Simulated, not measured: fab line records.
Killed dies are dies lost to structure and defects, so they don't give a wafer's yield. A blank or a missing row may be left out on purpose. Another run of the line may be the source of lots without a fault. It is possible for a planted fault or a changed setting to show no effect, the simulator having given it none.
fab line records	flow nandHarc	part 2 of 2: steps 5 to 6 of 6
record lots=21	wafers=63	lastDay=34
route steps=1302 shown A_STAIRCASE@701
lots that met no fault: from a run of the same line without faults
startH: start of the lot's first displayed wafer, in hours after the record's first day	waitH: time in hours since the lot's previous step	" unchanged from the row above	L1.1+2: a single row standing in for several wafers	- no value present, or no start provided	* or withheld: withheld	< > ~ a bound
route shown NAME@n: NAME is a module with steps in the file, n the number in the route of the first one	usual: mean/standard deviation taken from wafers without a fault	same: alike in all rows	chamber/n: place in a boat	sites: readings site by site	_std_site: how widely they spread, as a standard deviation	_edge_site: inner sites' mean taken away from outer sites' mean	radiusMm: for every site, how far away it sits from the centre of the wafer	mask NAME#n: copy n	behind: the tool/chamber that last shaped the wafer	hold: the reason the lot was held/the length of the hold in hours/how it ended	device: transistor that didn't switch, given as n, p or np	end of line: tests of these same wafers at the route's end	for a step that has no rows: nothing shown but its recipe	killed: the dies lost at the first sort to structure and to defects; this is not the yield of the wafer	map: the dies of a wafer, with x for killed, . for not killed, _ for no die there
set.NAME: setting as actually run; set.NAME@STEP: the setting as run at that earlier step	model.NAME: the simulator's own value behind a step, which no gauge read
route steps across a sampled set of lots; one table per step, one row per wafer
services: the hour from which a tool's chamber was out of use, counted from the record's first day as startH (under 0 if before that day), plus the number of hours and why
## steps
# step NHARC_A_STAIRCASE_ETCH_223
# recipe targetDepthA=1000	timeS=40.5	ionEnergyEv=400	c4f8FlowSccm=20	o2FlowSccm=10	arFlowSccm=withheld	rfW=600	biasW=1000	chemistry=C4F8/O2
# usual oesProductAu=0.943/0.01	rfFwdPowerW=593.9/2.5	rfVppV=897/5.2
lot.wafer	tool	chamber	startH	waitH	oesProductAu	rfFwdPowerW	rfHoursCounterH	rfVppV
L074.1	rieDiel-04	2	-	-	0.959	590.8	0	895
L074.3	"	3	"	"	0.948	592.0	0	904
L074.5	"	2	"	"	0.952	590.9	-	894
L075.1	rieDiel-09	1	-	-	0.925	596.3	18	898
L075.2	"	0	"	"	0.930	596.3	16	892
L075.4	"	0	"	"	0.927	596.0	-	893
L077.1	rieDiel-09	1	-	-	0.938	592.8	20	896
L077.5	"	1	"	"	0.930	591.3	-	897
L077.6	"	2	"	"	0.939	597.8	-	898
L076.1	rieDiel-04	1	-	-	0.946	596.9	10	905
L076.4	"	2	"	"	0.946	594.4	11	896
L076.5	"	2	"	"	0.947	594.8	-	895
L078.3	rieDiel-08	3	-	-	0.928	591.2	11	895
L078.5	"	0	"	"	0.929	593.1	-	890
L078.6	"	1	"	"	0.936	591.8	-	905
L079.2	rieDiel-08	3	-	-	0.936	592.3	11	897
L079.1	"	2	"	"	0.931	592.7	12	890
L079.6	"	3	"	"	0.937	593.1	-	896
L080.3	rieDiel-09	2	-	-	0.939	595.8	31	897
L080.5	"	1	"	"	0.957	591.5	-	896
L080.6	"	2	"	"	0.940	595.6	-	898
L081.4	rieDiel-09	0	-	-	0.948	593.8	33	893
L081.3	"	1	"	"	0.948	593.9	34	897
L081.5	"	3	"	"	0.948	587.8	-	900
L082.1	rieDiel-04	1	-	-	0.953	599.8	25	905
L082.2	"	3	"	"	0.945	592.7	26	906
L082.3	"	0	"	"	0.947	593.4	25	891
L083.1	rieDiel-09	2	-	-	0.940	594.5	42	897
L083.5	"	3	"	"	0.959	590.7	-	901
L083.6	"	0	"	"	0.935	594.8	-	893
L084.4	rieDiel-04	3	-	-	0.951	592.5	30	905
L084.3	"	0	"	"	0.956	589.1	28	893
L084.6	"	2	"	"	0.958	593.3	-	895
L086.4	rieDiel-04	0	-	-	0.945	593.0	38	893
L086.2	"	1	"	"	0.938	595.5	37	904
L086.1	"	2	"	"	0.952	590.6	39	895
L087.1	rieDiel-09	2	-	-	0.938	595.4	6	898
L087.6	"	3	"	"	0.938	593.5	-	902
L087.5	"	0	"	"	0.932	597.0	-	891
L090.2	rieDiel-04	3	-	-	0.944	594.7	49	905
L090.4	"	0	"	"	0.958	591.5	49	891
L090.6	"	2	"	"	0.945	591.1	-	892
L091.2	rieDiel-08	3	-	-	0.934	591.8	51	896
L091.1	"	1	"	"	0.936	592.2	55	905
L091.4	"	2	"	"	0.936	593.8	47	888
L092.3	rieDiel-09	1	-	-	0.943	594.4	13	895
L092.4	"	2	"	"	0.949	593.7	14	898
L092.5	"	0	"	"	0.945	596.5	-	891
L093.2	rieDiel-09	1	-	-	0.941	593.9	17	896
L093.3	"	3	"	"	0.942	589.7	18	899
L093.5	"	0	"	"	0.957	595.1	-	893
L094.4	rieDiel-04	2	-	-	0.941	592.8	3	893
L094.2	"	3	"	"	0.944	590.3	3	905
L094.3	"	0	"	"	0.953	588.7	4	893
L095.2	rieDiel-04	0	-	-	0.946	596.6	12	892
L095.1	"	1	"	"	0.942	598.1	11	903
L095.3	"	2	"	"	0.936	592.8	9	894
L096.1	rieDiel-08	0	-	-	0.947	593.7	9	889
L096.2	"	1	"	"	0.948	596.2	12	904
L096.5	"	3	"	"	0.940	589.6	-	895
L097.2	rieDiel-04	1	-	-	0.927	596.1	24	904
L097.4	"	2	"	"	0.941	596.4	19	892
L097.6	"	1	"	"	0.941	597.2	-	903
# step NHARC_A_STAIRCASE_TRIM_229
# recipe timeS=211.2	o2FlowSccm=500	arFlowSccm=0	biasW=0	chemistry=O2
# usual drypumpMotorCurrentA=5.6/0.45	mfcArSccm=0.006/0.0096	oesProductAu=1.000/0.008	rfVppV=57.9/0.96	showerheadPlenumPTorr=3.55/0.15	throttleValvePct=17.036/0.0096
lot.wafer	tool	chamber	startH	waitH	drypumpMotorCurrentA	mfcArSccm	oesProductAu	rfHoursCounterH	rfVppV	showerheadPlenumPTorr	throttleValvePct
L074.3	rieDiel-08	0	367.64	0.1	5.4	0	1.001	56	57.9	3.36	17.047
L074.1	"	1	"	"	6.0	0	1.007	52	57.9	3.27	17.044
L074.5	"	3	"	"	5.3	0	1.005	-	58.5	3.54	17.038
L075.2	rieDiel-04	3	380.24	0.1	5.9	0	1.003	8	58.7	3.80	17.046
L075.4	"	0	"	"	5.7	0.029	1.001	5	57.2	3.43	17.047
L075.1	"	1	"	"	4.9	0	1.010	5	58.6	3.77	17.034
L077.1	rieDiel-08	1	385.48	0.1	6.0	0	0.994	2	57.9	3.81	17.037
L077.5	"	3	"	"	5.2	0	0.992	-	57.5	3.54	17.039
L077.6	"	0	"	"	5.4	0	0.989	-	57.3	3.36	17.028
L076.4	rieDiel-04	0	400.54	0.3	5.7	0.029	0.997	11	58.8	3.43	17.029
L076.1	"	1	"	"	4.8	0	1.009	10	59.2	3.77	17.046
L076.5	"	2	"	"	5.6	0	0.998	-	56.9	3.48	17.024
L078.3	rieDiel-09	2	412.69	0.1	4.9	0.006	0.992	30	58.4	3.59	17.048
L078.6	"	2	"	"	4.9	0.006	0.992	-	59.3	3.59	17.058
L078.5	"	3	"	"	6.5	0	1.003	-	57.4	3.65	17.033
L079.2	rieDiel-08	3	412.98	0.1	5.2	0	0.986	12	56.2	3.53	17.033
L079.1	"	1	"	"	6.0	0	0.986	14	59.3	3.80	17.026
L079.6	"	2	"	"	5.3	0.016	0.994	-	57.1	3.36	17.057
L080.3	rieDiel-09	0	414.85	0.1	5.8	0	1.000	33	56.9	3.42	17.022
L080.5	"	2	"	"	4.9	0.006	0.997	-	57.9	3.59	17.020
L080.6	"	3	"	"	6.5	0	1.021	-	57.6	3.65	17.038
L081.3	rieDiel-08	2	416.96	0.1	5.3	0.016	1.000	14	58.1	3.36	17.016
L081.4	"	3	"	"	5.2	0	0.995	13	57.1	3.53	17.020
L081.5	"	3	"	"	5.2	0	0.999	-	57.6	3.53	17.030
L082.2	rieDiel-09	2	451.12	0.1	4.9	0.006	1.007	41	56.7	3.58	17.042
L082.1	"	3	"	"	6.5	0	1.015	33	57.7	3.65	17.047
L082.3	"	0	"	"	5.8	0	0.997	42	58.2	3.41	17.042
L083.1	rieDiel-04	2	454.80	0.1	5.5	0	0.999	28	58.6	3.47	17.028
L083.6	"	3	"	"	5.9	0	1.010	-	59.2	3.79	17.043
L083.5	"	0	"	"	5.7	0.029	1.017	-	58.3	3.42	17.045
L084.3	rieDiel-04	3	461.00	0.1	5.9	0	0.992	30	57.7	3.79	17.033
L084.4	"	2	"	"	5.6	0	1.001	30	56.3	3.47	17.038
L084.6	"	3	"	"	5.9	0	0.989	-	58.0	3.79	17.027
L086.1	rieDiel-04	3	498.59	0.1	5.9	0	1.001	40	57.7	3.79	17.031
L086.2	"	0	"	"	5.7	0.029	1.004	38	56.6	3.42	17.030
L086.4	"	1	"	"	4.8	0	1.008	37	58.1	3.75	17.029
L087.1	rieDiel-09	1	518.09	0.1	5.6	0.013	1.004	4	57.4	3.53	17.034
L087.6	"	3	"	"	6.5	0	1.008	-	57.5	3.63	17.043
L087.5	"	0	"	"	5.8	0	1.006	-	58.0	3.40	17.025
L090.4	rieDiel-04	1	523.27	0.1	4.9	0	1.009	48	57.3	3.75	17.042
L090.2	"	3	"	"	5.9	0	1.003	49	57.6	3.78	17.041
L090.6	"	1	"	"	4.8	0	1.002	-	58.6	3.75	17.047
L091.1	rieDiel-08	1	539.13	0.1	6.0	0	1.010	55	59.4	3.78	17.040
L091.2	"	2	"	"	5.2	0.016	1.001	47	57.4	3.35	17.033
L091.4	"	0	"	"	5.4	0	0.988	51	57.5	3.34	17.037
L092.3	rieDiel-04	0	544.92	0.1	5.7	0.029	1.004	0	58.2	3.41	17.042
L092.4	"	1	"	"	4.8	0	0.996	0	59.5	3.74	17.024
L092.5	"	1	"	"	4.9	0	0.991	-	58.2	3.74	17.057
L093.2	rieDiel-09	0	552.94	0.1	5.8	0	0.999	17	56.3	3.39	17.026
L093.3	"	1	"	"	5.6	0.013	1.002	17	57.7	3.52	17.045
L093.5	"	0	"	"	5.8	0	1.000	-	57.4	3.39	17.042
L094.4	rieDiel-04	3	553.68	0.1	5.9	0	1.009	3	57.2	3.78	17.044
L094.3	"	1	"	"	4.8	0	0.994	4	60.8	3.74	17.033
L094.2	"	2	"	"	5.5	0	0.995	3	57.9	3.46	17.030
L095.3	rieDiel-09	1	575.88	0.1	5.6	0.013	1.003	23	57.1	3.52	17.041
L095.1	"	2	"	"	4.9	0.006	0.996	24	58.9	3.56	17.039
L095.2	"	3	"	"	6.5	0	1.000	24	57.5	3.62	17.057
L096.2	rieDiel-09	3	593.10	0.1	6.5	0	1.011	30	58.8	3.62	17.036
L096.1	"	1	"	"	5.6	0.013	1.000	30	57.6	3.51	17.040
L096.5	"	3	"	"	6.5	0	0.999	-	58.9	3.62	17.042
L097.2	rieDiel-04	3	607.39	0.1	5.9	0	1.003	21	59.6	3.76	17.044
L097.4	"	1	"	"	4.8	0	0.987	24	57.5	3.73	17.036
L097.6	"	2	"	"	5.6	0	1.002	-	57.4	3.45	17.028
## services
tool	chamber	startH	hours	kind
plasmaAsher-01	-	342.13	9.0	pm
rieDiel-09	0	354.03	-	clean
rieDiel-09	1	354.03	-	clean
rieDiel-09	2	354.03	-	clean
rieDiel-09	3	354.03	-	clean
rieDiel-04	-	355.36	9.0	pm
rieDiel-08	-	367.83	9.0	pm
rieDiel-09	3	373.48	24.5	repair
rieDiel-09	0	378.53	-	clean
rieDiel-09	1	378.53	-	clean
rieDiel-09	2	378.53	-	clean
rieDiel-08	-	381.63	0.2	repair
rieDiel-09	0	403.03	-	clean
rieDiel-09	1	403.03	-	clean
rieDiel-09	2	403.03	-	clean
rieDiel-09	3	403.03	-	clean
plasmaAsher-02	-	426.23	9.0	pm
rieDiel-09	-	482.29	0.9	repair
rieDiel-09	-	497.53	9.0	pm
plasmaAsher-01	-	519.40	9.0	pm
rieDiel-04	-	534.07	9.0	pm
rieDiel-08	-	544.83	9.0	pm
plasmaAsher-01	-	597.67	4.4	repair
plasmaAsher-02	-	603.23	9.0	pm
